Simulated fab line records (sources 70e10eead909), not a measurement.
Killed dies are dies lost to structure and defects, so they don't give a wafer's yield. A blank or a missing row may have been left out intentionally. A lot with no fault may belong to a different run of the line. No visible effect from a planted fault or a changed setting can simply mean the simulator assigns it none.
fab line records    flow nandHarc
[record] lots = 13  wafers = 39  lastDay = 24
route steps=1159 shown P_BONDPAD@377 A_ZERO_WELL@403 A_ONON_D1@439 END@1159
lots that met no fault: from a run of the same line without faults
startH: hours from the record's opening day to when the first of the lot's shown wafers began    waitH: hours elapsed since this lot's preceding step    " identical to the entry in the row above    L1.1+2: several wafers, shown together as one row    - no value present, or no start provided    * or withheld: withheld    < > ~ a bound
route shown NAME@n: a module of which the file shows steps, and the number in the route of the first    usual: the fault-free wafers' mean and standard deviation    same: alike in all rows    chamber/n: place in a boat    sites: each site's reading    _std_site: their standard deviation    _edge_site: inner sites' mean taken away from outer sites' mean    radiusMm: how far each site lies from the wafer's centre    mask NAME#n: copy n    behind: the tool/chamber that last shaped the wafer    hold: reason for holding the lot/hours on hold/outcome of the hold    device: names the non-switching transistor (n, p or np)    end of line: the tests these same wafers got at the end of their route    step lacking rows: just its recipe    killed: dies that structure and defects cost at the first sort, which is not the same as the wafer's yield    map: a wafer's dies, marking killed ones x, the rest . and places with no die _
set.NAME: the setting the step ran with; set.NAME@STEP: the setting that earlier step ran with    model.NAME: the simulator's own value behind a step, which no gauge read
route steps across a sampled set of lots; one table per step, one row per wafer
services: when a tool's chamber went out of use (startH, in hours from the record's first day, below 0 if earlier), for how many hours, and the reason
[[steps]]
[step NHARC_P_BONDPAD_PVD_27]
[recipe] targetThkA = 300  chamberPressurePa = 5  powerW = 5000  substrateTempC = 30  timeS = 20.49  material = Cu
[usual] throttleValvePct = 30.2/0.88
lot.wafer  tool           chamber  startH  waitH  throttleValvePct
L878.1     pvdSputter-03  -        -       -      30.9
L878.6     "              -        "       "      29.4
L878.5     "              -        "       "      29.5
L879.1     pvdSputter-02  -        -       -      30.1
L879.2     "              -        "       "      28.1
L879.4     "              -        "       "      30.1
L881.1     pvdSputter-03  -        -       -      31.0
L881.6     "              -        "       "      29.4
L881.5     "              -        "       "      30.7
L883.1     pvdSputter-03  -        -       -      29.3
L883.3     "              -        "       "      29.5
L883.2     "              -        "       "      31.0
L884.2     pvdSputter-02  -        -       -      29.9
L884.6     "              -        "       "      30.2
L884.5     "              -        "       "      28.3
L886.3     pvdSputter-01  -        -       -      31.4
L886.1     "              -        "       "      30.9
L886.6     "              -        "       "      30.6
L887.4     pvdSputter-01  -        -       -      30.3
L887.6     "              -        "       "      31.3
L887.5     "              -        "       "      30.5
L889.2     pvdSputter-03  -        -       -      29.3
L889.4     "              -        "       "      29.3
L889.6     "              -        "       "      29.5
L893.4     pvdSputter-03  -        -       -      30.9
L893.3     "              -        "       "      31.2
L893.6     "              -        "       "      30.9
L899.1     pvdSputter-01  -        -       -      29.2
L899.5     "              -        "       "      31.4
L899.6     "              -        "       "      30.8
L896.1     pvdSputter-03  -        -       -      31.3
L896.6     "              -        "       "      29.5
L896.5     "              -        "       "      29.2
L900.3     pvdSputter-02  -        -       -      29.5
L900.4     "              -        "       "      28.2
L900.6     "              -        "       "      29.0
L901.3     pvdSputter-01  -        -       -      29.0
L901.5     "              -        "       "      28.8
L901.6     "              -        "       "      30.5
[step NHARC_A_ZERO_WELL_DESCUM_12]
[recipe] timeS = 3  o2FlowSccm = 200  arFlowSccm = 0  biasPowerW = 0  chemistry = O2
[usual] drypumpMotorCurrentA = 5.6/0.49  oesProductAu = 0.998/0.0069  rfVppV = 57.7/0.98  showerheadPlenumPTorr = 1.90/0.082  throttleValvePct = 11.311/0.0099
lot.wafer  tool        chamber  startH  waitH  drypumpMotorCurrentA  oesProductAu  rfHoursCounterH  rfVppV  showerheadPlenumPTorr  throttleValvePct
L878.1     rieDiel-12  2        128.16  -      5.6                   0.992         10               58.4    1.95                   11.307
L878.5     "           1        "       "      5.4                   0.995         -                58.8    2.01                   11.299
L878.6     "           2        "       "      5.6                   0.986         -                57.9    1.95                   11.312
L879.4     rieDiel-07  3        138.37  -      5.1                   0.989         4                59.1    2.04                   11.314
L879.2     "           0        "       "      6.0                   1.004         4                58.4    1.84                   11.301
L879.1     "           1        "       "      5.2                   1.000         4                58.1    1.85                   11.312
L881.1     rieDiel-12  1        151.74  -      5.4                   0.987         12               57.2    2.01                   11.306
L881.6     "           1        "       "      5.4                   0.986         -                57.8    2.01                   11.315
L881.5     "           2        "       "      5.6                   0.999         -                58.1    1.95                   11.299
L883.2     rieDiel-12  1        162.27  -      5.4                   1.003         13               56.7    2.01                   11.298
L883.1     "           2        "       "      5.6                   1.005         13               55.9    1.95                   11.289
L883.3     "           3        "       "      6.4                   1.001         14               57.2    1.79                   11.301
L884.2     rieDiel-12  3        181.74  -      6.4                   1.004         18               56.4    1.79                   11.311
L884.5     "           0        "       "      5.4                   0.997         -                57.9    1.92                   11.308
L884.6     "           1        "       "      5.4                   0.998         -                58.7    2.01                   11.315
L886.1     rieDiel-12  3        182.78  -      6.4                   0.991         18               58.2    1.79                   11.314
L886.3     "           0        "       "      5.4                   1.003         12               58.0    1.92                   11.327
L886.6     "           1        "       "      5.4                   0.990         -                57.3    2.01                   11.317
L887.4     rieDiel-12  2        190.41  -      5.6                   1.005         18               57.1    1.95                   11.308
L887.5     "           1        "       "      5.4                   0.991         -                57.9    2.01                   11.330
L887.6     "           2        "       "      5.6                   1.006         -                57.9    1.95                   11.310
L889.2     rieDiel-07  1        208.18  -      5.2                   0.998         8                56.9    1.84                   11.306
L889.4     "           0        "       "      6.0                   0.995         8                58.8    1.84                   11.295
L889.6     "           2        "       "      5.6                   0.992         -                55.9    1.87                   11.310
L893.4     rieDiel-07  3        222.92  -      5.2                   1.000         9                59.0    2.04                   11.313
L893.3     "           0        "       "      6.0                   0.997         9                55.9    1.84                   11.315
L893.6     "           3        "       "      5.2                   0.998         -                59.3    2.04                   11.314
L899.1     rieDiel-07  0        253.01  -      6.0                   0.987         1                58.5    1.84                   11.319
L899.5     "           2        "       "      5.5                   0.994         -                57.0    1.87                   11.312
L899.6     "           3        "       "      5.1                   0.993         -                58.3    2.04                   11.314
L896.1     rieDiel-11  1        253.37  -      4.7                   0.991         4                55.7    1.83                   11.293
L896.5     "           2        "       "      6.2                   1.010         -                57.5    1.79                   11.300
L896.6     "           3        "       "      4.8                   0.996         -                55.9    1.80                   11.301
L900.3     rieDiel-11  2        262.65  -      6.2                   1.008         6                56.9    1.79                   11.290
L900.4     "           0        "       "      6.1                   0.993         5                58.4    1.91                   11.315
L900.6     "           1        "       "      4.7                   0.996         -                58.5    1.83                   11.310
L901.3     rieDiel-11  1        263.63  -      4.7                   0.995         5                58.3    1.83                   11.328
L901.5     "           0        "       "      6.1                   0.999         -                57.9    1.91                   11.326
L901.6     "           1        "       "      4.7                   0.994         -                56.8    1.83                   11.307
[step NHARC_A_ONON_D1_THK_MEAS_21]
[recipe] thkMeasGauge = ellipsometry
[usual] thkNm = 999/9.2
lot.wafer  tool          chamber  startH  waitH  thkNm
L878.1     filmMetro-02  -        161.54  -      1012
L878.5     "             -        "       "      1011
L878.6     "             -        "       "      1010
L879.1     filmMetro-01  -        176.60  -      983
L879.2     "             -        "       "      984
L879.4     "             -        "       "      984
L881.1     filmMetro-01  -        185.13  -      998
L881.5     "             -        "       "      995
L881.6     "             -        "       "      1000
L883.1     filmMetro-02  -        193.67  -      1008
L883.2     "             -        "       "      1009
L883.3     "             -        "       "      1007
L886.1     filmMetro-01  -        214.36  -      1005
L886.3     "             -        "       "      1007
L886.6     "             -        "       "      1006
L884.2     filmMetro-02  -        214.51  -      999
L884.5     "             -        "       "      1002
L884.6     "             -        "       "      1001
L887.4     filmMetro-01  -        224.95  -      1002
L887.5     "             -        "       "      1001
L887.6     "             -        "       "      1001
L889.2     filmMetro-01  -        241.53  -      975
L889.4     "             -        "       "      976
L889.6     "             -        "       "      975
L893.3     filmMetro-02  -        258.39  -      998
L893.4     "             -        "       "      997
L893.6     "             -        "       "      998
L899.1     filmMetro-02  -        284.57  -      1005
L899.5     "             -        "       "      1008
L899.6     "             -        "       "      1004
L896.1     filmMetro-02  -        284.58  -      980
L896.5     "             -        "       "      980
L896.6     "             -        "       "      981
L901.3     filmMetro-02  -        297.63  -      999
L901.5     "             -        "       "      1000
L901.6     "             -        "       "      999
L900.3     filmMetro-01  -        297.63  -      1015
L900.4     "             -        "       "      1015
L900.6     "             -        "       "      1015
[step NHARC_A_ONON_D1_DEP_22]
[recipe] targetThkA = 10000  n2FlowSccm = 2750  n2oFlowSccm = 2000  nh3FlowSccm = 500  sih4FlowSccm = 210  tempC = 400
[usual] n2oFlowSccm = 2001/5.1
lot.wafer  tool          chamber  startH  waitH  n2oFlowSccm
L878.1     pecvdOnon-04  0        161.60  0.1    2003
L878.5     "             0        "       "      1994
L878.6     "             0        "       "      1999
L879.1     pecvdOnon-02  0        176.66  0.1    1996
L879.2     "             0        "       "      2006
L879.4     "             0        "       "      2002
L881.1     pecvdOnon-02  0        185.18  0.1    2003
L881.5     "             0        "       "      2002
L881.6     "             0        "       "      1998
L883.1     pecvdOnon-02  0        193.73  0.1    2007
L883.2     "             0        "       "      1994
L883.3     "             0        "       "      2001
L886.1     pecvdOnon-03  0        214.42  0.1    2000
L886.3     "             0        "       "      2006
L886.6     "             0        "       "      2005
L884.2     pecvdOnon-02  0        214.62  0.1    2003
L884.5     "             0        "       "      2008
L884.6     "             0        "       "      2004
L887.4     pecvdOnon-03  0        225.18  0.2    1995
L887.5     "             0        "       "      2002
L887.6     "             0        "       "      2004
L889.2     pecvdOnon-02  0        241.64  0.1    2007
L889.4     "             0        "       "      2004
L889.6     "             0        "       "      2012
L893.3     pecvdOnon-02  0        258.56  0.2    2001
L893.4     "             0        "       "      2007
L893.6     "             0        "       "      1999
L899.1     pecvdOnon-03  0        284.62  0.1    1997
L899.5     "             0        "       "      1995
L899.6     "             0        "       "      1992
L896.1     pecvdOnon-04  0        284.77  0.2    1992
L896.5     "             0        "       "      1995
L896.6     "             0        "       "      2000
L901.3     pecvdOnon-03  0        297.80  0.2    1999
L901.5     "             0        "       "      1999
L901.6     "             0        "       "      1999
L900.3     pecvdOnon-04  0        297.80  0.2    2000
L900.4     "             0        "       "      2006
L900.6     "             0        "       "      2001
[step NHARC_A_ONON_D1_THK_MEAS_24]
[recipe] thkMeasGauge = ellipsometry
[usual] thkNm = 1001/8.3
lot.wafer  tool          chamber  startH  waitH  thkNm
L878.1     filmMetro-02  -        162.10  -      1007
L878.5     "             -        "       "      1006
L878.6     "             -        "       "      1006
L879.1     filmMetro-01  -        177.16  -      987
L879.2     "             -        "       "      987
L879.4     "             -        "       "      989
L881.1     filmMetro-01  -        185.69  -      1008
L881.5     "             -        "       "      1007
L881.6     "             -        "       "      1008
L883.1     filmMetro-01  -        194.24  -      1013
L883.2     "             -        "       "      1013
L883.3     "             -        "       "      1010
L886.1     filmMetro-01  -        214.93  -      997
L886.3     "             -        "       "      997
L886.6     "             -        "       "      998
L884.2     filmMetro-02  -        215.08  -      993
L884.5     "             -        "       "      992
L884.6     "             -        "       "      993
L887.4     filmMetro-02  -        225.53  -      994
L887.5     "             -        "       "      995
L887.6     "             -        "       "      994
L889.2     filmMetro-01  -        242.10  -      711
L889.4     "             -        "       "      712
L889.6     "             -        "       "      711
L893.3     filmMetro-02  -        258.96  -      692
L893.4     "             -        "       "      692
L893.6     "             -        "       "      691
L899.1     filmMetro-02  -        285.14  -      999
L899.5     "             -        "       "      1001
L899.6     "             -        "       "      1001
L896.1     filmMetro-01  -        285.28  -      995
L896.5     "             -        "       "      996
L896.6     "             -        "       "      999
L901.3     filmMetro-02  -        298.19  -      1000
L901.5     "             -        "       "      1001
L901.6     "             -        "       "      1002
L900.3     filmMetro-01  -        298.20  -      991
L900.4     "             -        "       "      991
L900.6     "             -        "       "      990
[step NHARC_END_SORT_01]
[recipe] tempC = 25
[usual] killedAtArray = 31/12  killedAtOther = 0.6/0.85  killedAtPeriphery = 3.0/2.3  killedDies = 35/12  killedOpen = 3.2/1.9  killedShort = 1.8/1.4
[same] grossDies = 677
lot.wafer  tool       chamber  startH  waitH  killedAtArray  killedAtOther  killedAtPeriphery  killedDies  killedOpen  killedShort
L889.2     prober-02  0        517.23  2.8    674            0              3                  677         4           3
L889.4     prober-02  0        518.83  3.4    672            0              5                  677         3           1
L889.6     prober-02  0        520.43  4.0    672            0              5                  677         4           4
L893.3     prober-01  0        535.45  3.1    675            0              2                  677         1           2
L893.4     prober-01  0        536.25  3.4    673            1              3                  677         5           2
L893.6     prober-01  0        537.84  4.0    672            4              1                  677         2           0
L896.1     prober-02  0        564.92  2.5    29             0              5                  34          1           2
L896.5     prober-02  0        568.10  3.7    27             0              10                 37          2           2
L896.6     prober-02  0        568.90  4.0    33             0              5                  38          6           3
// killed by level:class
L889.2 A_ONON_D1:areaDep=619 A_CHANNEL_HOLE_D1:chamberFilmFlake=24 A_SLIT:chamberFilmFlake=13 A_STAIRCASE:chamberFilmFlake=5 A_SGD_CUT:chamberFilmFlake=4 A_CONTACT:chamberFilmFlake=3 A_CONTACT:geometricParticle:open=2 P_CONTACT:geometricParticle:open=1
L889.4 A_ONON_D1:areaDep=624 A_CHANNEL_HOLE_D1:chamberFilmFlake=18 A_SLIT:chamberFilmFlake=13 A_SGD_CUT:chamberFilmFlake=8 P_GATE:chamberFilmFlake=3 A_ZERO_WELL:chamberFilmFlake=3 A_CONTACT:chamberFilmFlake=2 P_CONTACT:geometricParticle:open=1
L889.6 A_ONON_D1:areaDep=630 A_SLIT:chamberFilmFlake=14 A_CHANNEL_HOLE_D1:chamberFilmFlake=13 A_SGD_CUT:chamberFilmFlake=4 A_WL_FILL:geometricParticle:short=3 P_GATE:chamberFilmFlake=3 A_STAIRCASE:chamberFilmFlake=2 P_CONTACT:geometricParticle:open=1
L893.3 A_ONON_D1:areaDep=641 A_CHANNEL_HOLE_D1:chamberFilmFlake=25 A_STAIRCASE:chamberFilmFlake=3 A_WL_FILL:chamberFilmFlake=3 P_M0:geometricParticle:short=1 A_CHANNEL_FILL_D1:geometricParticle:short=1 A_CONTACT:geometricParticle:open=1 P_M2:chamberFilmFlake=1
L893.4 A_ONON_D1:areaDep=644 A_CHANNEL_HOLE_D1:chamberFilmFlake=21 A_STAIRCASE:chamberFilmFlake=3 P_STI:geometricParticle:open=1 P_CONTACT:geometricParticle:open=1 P_BONDPAD:geometricParticle:open=1 A_SGD_CUT:geometricParticle:short=1 A_SGD_CUT:geometricParticle:open=1
L893.6 A_ONON_D1:areaDep=634 A_CHANNEL_HOLE_D1:chamberFilmFlake=29 A_STAIRCASE:chamberFilmFlake=4 THIN_TSV:chamberFilmFlake=3 A_WL_FILL:chamberFilmFlake=2 A_CONTACT:chamberFilmFlake=2 A_SGD_CUT:geometricParticle:open=1 STARTING-WAFER:geometricParticle:open=1
L896.1 A_CHANNEL_HOLE_D1:chamberFilmFlake=21 P_STI:chamberFilmFlake=3 A_CONTACT:chamberFilmFlake=3 A_SOURCE_PLATE:geometricParticle:short=1 A_CONTACT:geometricParticle:open=1 A_M1:geometricParticle:short=1 P_ZERO_WELL:chamberFilmFlake=1 P_CONTACT:chamberFilmFlake=1
L896.5 A_CHANNEL_HOLE_D1:chamberFilmFlake=18 A_CONTACT:chamberFilmFlake=7 P_CONTACT:chamberFilmFlake=6 P_CONTACT:geometricParticle:short=2 P_ZERO_WELL:chamberFilmFlake=2 A_ONON_D1:geometricParticle:open=1 A_CHANNEL_FILL_D1:geometricParticle:open=1
L896.6 A_CHANNEL_HOLE_D1:chamberFilmFlake=18 A_CONTACT:chamberFilmFlake=5 A_CHANNEL_FILL_D1:geometricParticle:short=2 A_M0:geometricParticle:open=2 P_STI:chamberFilmFlake=2 P_CONTACT:chamberFilmFlake=2 P_CONTACT:geometricParticle:open=1 A_ONON_D1:geometricParticle:open=1
[[services]]
tool           chamber  startH  hours  kind
pvdSputter-03  -        102.00  10.0   pm
rieDiel-11     0        106.05  3.3    repair
rieDiel-12     0        108.05  -      clean
rieDiel-12     1        108.05  -      clean
rieDiel-12     2        108.05  -      clean
rieDiel-12     3        108.05  -      clean
pecvdOnon-02   -        111.32  13.0   pm
rieDiel-07     2        118.57  8.7    repair
rieDiel-12     0        132.55  -      clean
rieDiel-12     1        132.55  -      clean
rieDiel-12     2        132.55  -      clean
pecvdOnon-04   -        150.76  2.5    repair
pecvdOnon-03   -        153.16  13.0   pm
pvdSputter-01  -        158.00  10.0   pm
rieDiel-11     -        189.50  9.0    pm
rieDiel-12     -        202.40  9.0    pm
pvdSputter-02  -        214.00  10.0   pm
rieDiel-07     -        228.47  9.0    pm
pecvdOnon-04   -        237.00  13.0   pm
pvdSputter-03  -        245.39  2.3    repair
pvdSputter-02  -        251.28  8.1    repair
pvdSputter-03  -        280.00  10.0   pm
rieDiel-11     3        289.42  2.4    repair
pecvdOnon-02   -        292.32  13.0   pm
[[key]]
[firstSign] step = NHARC_A_ONON_D1_THK_MEAS_24  reading = thkNm  direction = down  sigmas = 36  usual = 1001  struck = 701
[effect] step = NHARC_END_SORT_01  reading = killedDies  direction = up  sigmas = 56  usual = 35  struck = 677
[moreKillsBornAt] NHARC_A_ONON_D1_DEP_22@pecvdOnon-02 = 3792
metAt NHARC_A_ONON_D1_DEP_22
struckLots L889,L893
laterRowsLeftOut L889.2,L889.4,L889.6,L893.3,L893.4,L893.6
testerLeftOut L889,L893
notActingAt NHARC_P_BONDPAD_PVD_27,NHARC_A_ZERO_WELL_DESCUM_12,NHARC_A_ONON_D1_THK_MEAS_21
onsetBetween 214.62 241.64
[fault] kind = processParameterDrift  tool = pecvdOnon-02  chamber = -  onsetH = 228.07  steps = NHARC_A_ONON_D1_DEP_22  channel = targetThkA  offset = *  shape = step  endH = 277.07  actsIn = *  stated = *
// testerLeftOut: of these lots the tester's yield and bins aren't shown, on N5 and GAA mostly nor the transistor test; their killed dies are dies lost to structure and defects alone, not to doping, threshold or leakage, so they don't give the yield
// laterRowsLeftOut: the simulator's readings of these wafers behind a module that went badly wrong aren't trusted and aren't shown, but for the sort
